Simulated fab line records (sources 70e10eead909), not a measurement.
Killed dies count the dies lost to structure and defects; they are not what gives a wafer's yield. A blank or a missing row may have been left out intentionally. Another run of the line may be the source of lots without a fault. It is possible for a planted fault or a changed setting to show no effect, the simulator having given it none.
fab line records	flow nand-harc	part 2 of 2: steps 5 to 6 of 6
record: lots: 23	wafers: 69	last-day: 34
route steps=1302 shown A_STAIRCASE@673
lots with no fault: from the same line, run without faults
start-h: start of the lot's first displayed wafer, in hours after the record's first day	wait-h: hours elapsed since this lot's preceding step	" the same as in the row above	L1.1+2: a row that stands for several wafers	- no value, or no start was given	* or withheld: withheld	< > ~ a bound
route shown NAME@n: names a module that has steps shown in the file, with the first one's number in the route	usual: the fault-free wafers' mean and standard deviation	same: alike in all rows	chamber/n: place in a boat	sites: readings site by site	_std_site: standard deviation of those values	_edge_site: inner sites' mean taken away from outer sites' mean	radius-mm: how far each site lies from the wafer's centre	mask NAME#n: copy n	behind: the last tool/chamber to shape the wafer	hold: cause of the lot's hold/its duration in hours/its outcome	device: transistor that didn't switch, given as n, p or np	end of line: the same wafers' tests at the end of the route	for a step that has no rows: nothing shown but its recipe	killed: the dies lost at the first sort to structure and to defects; this is not the yield of the wafer	map: a wafer's dies, x killed, . not, _ none there
set.NAME: setting as actually run; set.NAME@STEP: the setting as run at that earlier step	model.NAME: the simulator's own value behind a step, which no gauge read
the route's steps for a sample of lots (tables are steps, rows are wafers)
services: a tool's chamber out of use, with start hour (start-h, from the record's first day; less than 0 if before it), hours out, and reason
== steps ==
step: NHARC_A_STAIRCASE_ETCH_201
recipe: target-depth-a: 1000	time-s: 40.5	ion-energy-ev: 400	c4f8-flow-sccm: 20	o2-flow-sccm: 10	ar-flow-sccm: withheld	rf-w: 600	bias-w: 1000	chemistry: C4F8/O2
usual: oes-product-au: 0.945/0.0098	rf-fwd-power-W: 592/3.3	rf-vpp-V: 896/5.9
lot.wafer	tool	chamber	start-h	wait-h	oes-product-au	rf-fwd-power-W	rf-hours-counter-h	rf-vpp-V
L075.3	rie-diel-08	2	-	-	0.946	593	65	897
L075.5	"	2	"	"	0.950	596	-	897
L075.6	"	3	"	"	0.939	596	-	905
L074.1	rie-diel-08	1	-	-	0.975	590	56	893
L074.2	"	2	"	"	0.965	592	65	897
L074.5	"	3	"	"	0.946	598	-	906
L076.2	rie-diel-13	0	-	-	0.939	595	4	894
L076.3	"	2	"	"	0.948	594	4	905
L076.1	"	3	"	"	0.932	593	4	898
L077.2	rie-diel-11	0	-	-	0.942	589	42	889
L077.3	"	1	"	"	0.951	589	42	893
L077.6	"	3	"	"	0.939	587	-	898
L078.4	rie-diel-13	3	-	-	0.954	594	14	899
L078.2	"	0	"	"	0.948	597	14	894
L078.5	"	2	"	"	0.950	594	-	906
L079.4	rie-diel-08	3	-	-	0.934	595	16	905
L079.3	"	0	"	"	0.945	595	16	906
L079.5	"	3	"	"	0.934	596	-	904
L082.1	rie-diel-08	1	-	-	0.945	589	18	894
L082.5	"	1	"	"	0.952	592	-	892
L082.6	"	2	"	"	0.959	590	-	896
L080.3	rie-diel-08	3	-	-	0.955	597	19	904
L080.5	"	0	"	"	0.964	596	-	904
L080.6	"	1	"	"	0.943	588	-	893
L081.4	rie-diel-11	3	-	-	0.952	586	1	898
L081.3	"	0	"	"	0.952	593	1	890
L081.1	"	2	"	"	0.942	592	1	895
L083.1	rie-diel-13	3	-	-	0.952	592	30	897
L083.6	"	2	"	"	0.956	594	-	904
L083.5	"	3	"	"	0.940	592	-	898
L085.1	rie-diel-11	3	-	-	0.943	589	7	896
L085.3	"	1	"	"	0.929	592	5	893
L085.5	"	3	"	"	0.938	589	-	899
L086.1	rie-diel-11	0	-	-	0.961	591	12	887
L086.4	"	1	"	"	0.935	592	13	892
L086.5	"	0	"	"	0.952	590	-	889
L087.3	rie-diel-13	0	-	-	0.958	595	41	896
L087.1	"	1	"	"	0.932	591	48	888
L087.2	"	2	"	"	0.938	597	46	906
L088.1	rie-diel-11	0	-	-	0.936	596	18	886
L088.4	"	1	"	"	0.952	588	18	893
L088.5	"	2	"	"	0.934	595	-	893
L091.1	rie-diel-13	2	-	-	0.953	598	49	905
L091.6	"	0	"	"	0.946	594	-	894
L091.5	"	1	"	"	0.931	589	-	887
L089.3	rie-diel-11	3	-	-	0.940	585	24	898
L089.5	"	3	"	"	0.948	588	-	896
L089.6	"	0	"	"	0.934	597	-	886
L090.3	rie-diel-11	1	-	-	0.944	592	24	893
L090.1	"	2	"	"	0.953	593	27	894
L090.2	"	0	"	"	0.940	595	23	889
L092.2	rie-diel-13	3	-	-	0.930	590	2	897
L092.1	"	0	"	"	0.940	595	2	895
L092.5	"	3	"	"	0.937	586	-	897
L095.4	rie-diel-13	2	-	-	0.957	597	7	906
L095.1	"	3	"	"	0.944	590	8	896
L095.3	"	1	"	"	0.960	589	9	888
L094.3	rie-diel-08	2	-	-	0.954	591	2	895
L094.1	"	0	"	"	0.939	596	1	905
L094.4	"	0	"	"	0.950	594	-	905
L093.4	rie-diel-13	1	-	-	0.957	590	12	888
L093.2	"	3	"	"	0.926	592	10	896
L093.6	"	0	"	"	0.921	593	-	893
L096.4	rie-diel-11	1	-	-	0.945	591	48	893
L096.1	"	0	"	"	0.947	590	43	887
L096.6	"	1	"	"	0.944	593	-	890
L097.2	rie-diel-13	1	-	-	0.963	589	22	887
L097.1	"	2	"	"	0.947	597	20	905
L097.5	"	0	"	"	0.938	596	-	895
step: NHARC_A_STAIRCASE_DESCUM_312
recipe: time-s: 3	o2-flow-sccm: 200	ar-flow-sccm: 0	bias-power-w: 0	chemistry: O2
usual: drypump-motor-current-A: 5.9/0.57	oes-product-au: 1.000/0.0097	rf-vpp-V: 57.8/0.91	showerhead-plenum-p-Torr: 1.92/0.095	throttle-valve-pct: 11.312/0.0095
lot.wafer	tool	chamber	start-h	wait-h	drypump-motor-current-A	oes-product-au	rf-hours-counter-h	rf-vpp-V	showerhead-plenum-p-Torr	throttle-valve-pct
L075.3	rie-diel-13	0	398.99	-	5.0	0.996	12	56.6	1.90	11.297
L075.6	"	0	"	"	5.1	0.990	-	57.5	1.90	11.314
L075.5	"	1	"	"	6.7	1.001	-	57.9	1.80	11.320
L074.2	rie-diel-11	2	400.83	-	6.6	1.025	48	57.7	1.88	11.326
L074.1	"	3	"	"	6.1	1.006	48	58.0	1.94	11.319
L074.5	"	2	"	"	6.6	1.019	-	57.5	1.88	11.314
L076.1	rie-diel-08	1	401.82	-	6.5	1.009	7	57.9	1.87	11.330
L076.3	"	2	"	"	5.5	1.005	9	56.8	1.93	11.323
L076.2	"	0	"	"	4.8	1.000	11	59.2	2.07	11.313
L077.2	rie-diel-13	2	413.50	-	6.0	1.000	18	57.6	2.07	11.320
L077.3	"	3	"	"	5.8	1.008	16	59.3	1.94	11.310
L077.6	"	3	"	"	5.8	0.996	-	56.5	1.94	11.303
L078.4	rie-diel-08	0	432.92	-	4.8	1.001	20	58.6	2.07	11.317
L078.2	"	2	"	"	5.5	0.997	19	58.4	1.93	11.314
L078.5	"	1	"	"	6.5	1.011	-	57.7	1.86	11.294
L079.4	rie-diel-13	1	439.84	-	6.6	1.000	24	57.0	1.79	11.321
L079.3	"	2	"	"	6.0	1.011	24	59.0	2.07	11.287
L079.5	"	2	"	"	6.0	1.018	-	57.4	2.07	11.291
L082.1	rie-diel-08	2	455.77	-	5.5	0.993	26	58.2	1.93	11.308
L082.6	"	1	"	"	6.5	1.005	-	59.6	1.86	11.323
L082.5	"	2	"	"	5.5	1.000	-	58.4	1.93	11.314
L080.3	rie-diel-11	2	456.60	-	6.6	1.005	5	58.2	1.88	11.302
L080.6	"	3	"	"	6.1	1.009	-	58.6	1.93	11.320
L080.5	"	0	"	"	6.2	1.013	-	57.0	1.78	11.308
L081.3	rie-diel-11	2	477.43	-	6.6	0.983	11	57.8	1.88	11.300
L081.1	"	0	"	"	6.2	0.998	10	57.2	1.78	11.299
L081.4	"	1	"	"	6.2	1.004	10	56.6	1.86	11.302
L083.1	rie-diel-13	2	484.21	-	6.0	1.002	40	57.5	2.06	11.313
L083.6	"	0	"	"	5.1	0.999	-	59.1	1.89	11.321
L083.5	"	1	"	"	6.6	0.997	-	57.6	1.79	11.297
L085.3	rie-diel-13	0	490.40	-	5.0	1.000	35	58.1	1.89	11.321
L085.1	"	2	"	"	6.0	1.013	42	56.7	2.06	11.300
L085.5	"	1	"	"	6.6	0.998	-	56.7	1.79	11.322
L086.1	rie-diel-13	1	514.87	-	6.6	0.995	50	56.6	1.78	11.311
L086.4	"	3	"	"	5.8	1.000	44	57.8	1.93	11.319
L086.5	"	0	"	"	5.1	0.983	-	57.5	1.89	11.311
L087.1	rie-diel-08	3	528.49	-	6.3	0.987	55	60.1	2.04	11.290
L087.3	"	0	"	"	4.9	1.009	55	59.7	2.06	11.307
L087.2	"	2	"	"	5.5	0.988	53	57.2	1.92	11.323
L088.4	rie-diel-13	2	530.37	-	6.0	1.004	1	57.8	2.06	11.312
L088.1	"	0	"	"	5.1	0.985	1	57.8	1.89	11.314
L088.5	"	2	"	"	6.0	1.001	-	58.7	2.06	11.311
L091.1	rie-diel-08	1	537.68	-	6.5	1.002	59	59.0	1.85	11.300
L091.6	"	2	"	"	5.5	0.991	-	58.1	1.92	11.309
L091.5	"	3	"	"	6.3	0.992	-	57.6	2.04	11.316
L089.3	rie-diel-11	3	537.98	-	6.1	0.993	33	58.6	1.93	11.303
L089.5	"	0	"	"	6.2	1.000	-	56.5	1.78	11.333
L089.6	"	1	"	"	6.2	1.006	-	58.6	1.85	11.320
L090.1	rie-diel-13	2	545.56	-	6.0	1.008	5	58.3	2.06	11.314
L090.2	"	0	"	"	5.1	0.986	7	58.1	1.89	11.309
L090.3	"	1	"	"	6.7	0.997	7	58.5	1.78	11.311
L092.1	rie-diel-08	1	555.41	-	6.5	1.013	0	57.6	1.85	11.306
L092.2	"	2	"	"	5.5	1.016	0	56.6	1.92	11.311
L092.5	"	2	"	"	5.5	1.007	-	58.5	1.92	11.304
L095.4	rie-diel-13	2	582.91	-	6.0	0.998	18	59.2	2.05	11.322
L095.3	"	0	"	"	5.1	0.980	18	55.8	1.88	11.305
L095.1	"	1	"	"	6.6	1.012	20	56.8	1.78	11.318
L094.1	rie-diel-13	2	584.78	-	6.0	0.992	19	58.8	2.05	11.308
L094.3	"	3	"	"	5.8	0.993	13	58.7	1.92	11.326
L094.4	"	1	"	"	6.7	1.009	21	57.7	1.78	11.319
L093.4	rie-diel-08	0	588.89	-	4.8	1.002	12	58.6	2.05	11.313
L093.2	"	2	"	"	5.5	1.023	11	58.0	1.91	11.305
L093.6	"	0	"	"	4.8	1.001	-	58.2	2.05	11.304
L096.4	rie-diel-08	1	609.63	-	6.5	1.019	12	58.5	1.85	11.320
L096.1	"	3	"	"	6.3	0.995	19	59.3	2.03	11.303
L096.6	"	2	"	"	5.5	1.022	-	58.6	1.91	11.328
L097.2	rie-diel-13	0	615.99	-	5.0	0.989	29	57.0	1.88	11.318
L097.1	"	1	"	"	6.7	1.002	30	56.8	1.77	11.322
L097.5	"	1	"	"	6.7	1.011	-	58.3	1.77	11.312
== services ==
tool	chamber	start-h	hours	kind
rie-diel-13	-	342.35	9.0	pm
rie-diel-13	0	342.35	9.0	vent-cycle
rie-diel-13	1	342.35	9.0	vent-cycle
rie-diel-13	2	342.35	9.0	vent-cycle
rie-diel-13	3	342.35	9.0	vent-cycle
rie-diel-13	0	351.35	-	clean
rie-diel-13	1	351.35	-	clean
rie-diel-13	2	351.35	-	clean
rie-diel-13	2	351.35	-	consumable-replace:showerhead
rie-diel-13	3	351.35	-	clean
rie-diel-11	2	379.91	2.2	repair
rie-diel-08	1	385.33	6.2	repair
rie-diel-11	0	435.20	3.0	repair
rie-diel-11	-	435.99	9.0	pm
rie-diel-08	0	462.37	9.5	repair
rie-diel-13	0	471.12	7.6	repair
rie-diel-11	0	485.74	1.2	repair
rie-diel-13	-	519.35	9.0	pm
rie-diel-08	-	544.93	9.0	pm
rie-diel-08	1	558.67	8.7	repair
rie-diel-13	3	570.33	8.1	repair
rie-diel-08	-	586.61	0.7	repair
rie-diel-11	1	592.30	20.3	repair
rie-diel-11	-	612.99	9.0	pm
